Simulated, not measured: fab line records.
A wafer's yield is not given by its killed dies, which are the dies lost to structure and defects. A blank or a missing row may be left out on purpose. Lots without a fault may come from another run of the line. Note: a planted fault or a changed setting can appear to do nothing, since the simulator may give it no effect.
Matching of chambers    flow n5 finfet    N5_MIM_BOT_LITHO_DESCUM_10 on rie diel-02 has 4 sister chambers
The step chemistry O2, time 7.9 s. 14 wafers are shown with their chamber, then 6 later ones without.

WAFERS WITH THEIR CHAMBER
wafer   chamber  drypump motor current A (A)  throttle valve pct (%)  showerhead plenum p Torr (Torr)
L954.2  1        4.7                          20.68                   2.10
L954.3  2        5.5                          20.44                   2.08
L954.4  3        5.1                          20.35                   2.15
L956.2  2        5.5                          20.44                   2.08
L956.3  1        4.7                          20.68                   2.10
L956.5  2        5.5                          20.44                   2.08
L957.4  0        5.6                          20.55                   2.15
L957.5  3        5.1                          20.38                   2.15
L957.6  1        4.7                          20.70                   2.10
L959.2  2        5.5                          20.44                   2.07
L959.5  1        4.7                          20.71                   2.09
L959.6  0        5.7                          20.54                   2.14
L969.3  0        5.7                          20.59                   2.14
L969.4  1        4.7                          20.73                   2.09

SIGNATURES, as means of the wafers listed above
reading                   chamber 0  chamber 1  chamber 2  chamber 3  scatter within a chamber
drypump motor current A   5.667      4.700      5.500      5.100      0.0258
throttle valve pct        20.5600    20.7000    20.4400    20.3650    0.0191
showerhead plenum p Torr  2.1433     2.0960     2.0775     2.1500     0.00512
Rule: a wafer lies at a distance from a chamber equal to the root of the sum of squares, over the readings, of (its reading less the chamber's mean, divided by the reading's scatter). The wafer belongs to the nearest chamber; if the next one is less than 2 further off, it can't be placed. The scatter: take each reading less its chamber's mean, square it, sum over the shown wafers, divide by the number of wafers less the number of chambers, and take the root.

WAFERS WITH NO CHAMBER GIVEN
wafer   drypump motor current A (A)  throttle valve pct (%)  showerhead plenum p Torr (Torr)
L969.5  5.1                          20.42                   2.14
L967.4  4.6                          20.75                   2.09
L967.5  5.6                          20.58                   2.14
L973.1  4.7                          20.74                   2.08
L973.3  5.7                          20.60                   2.13
L973.6  5.5                          20.49                   2.06

CHAMBER TAKEN BY EACH
wafer   from the rows above  in truth
L969.5  3                    3
L967.4  1                    1
L967.5  0                    0
L973.1  1                    1
L973.3  0                    0
L973.6  2                    2
6 of 6 placed correctly. Not placeable from these rows: 0. Number placed wrongly: 0.
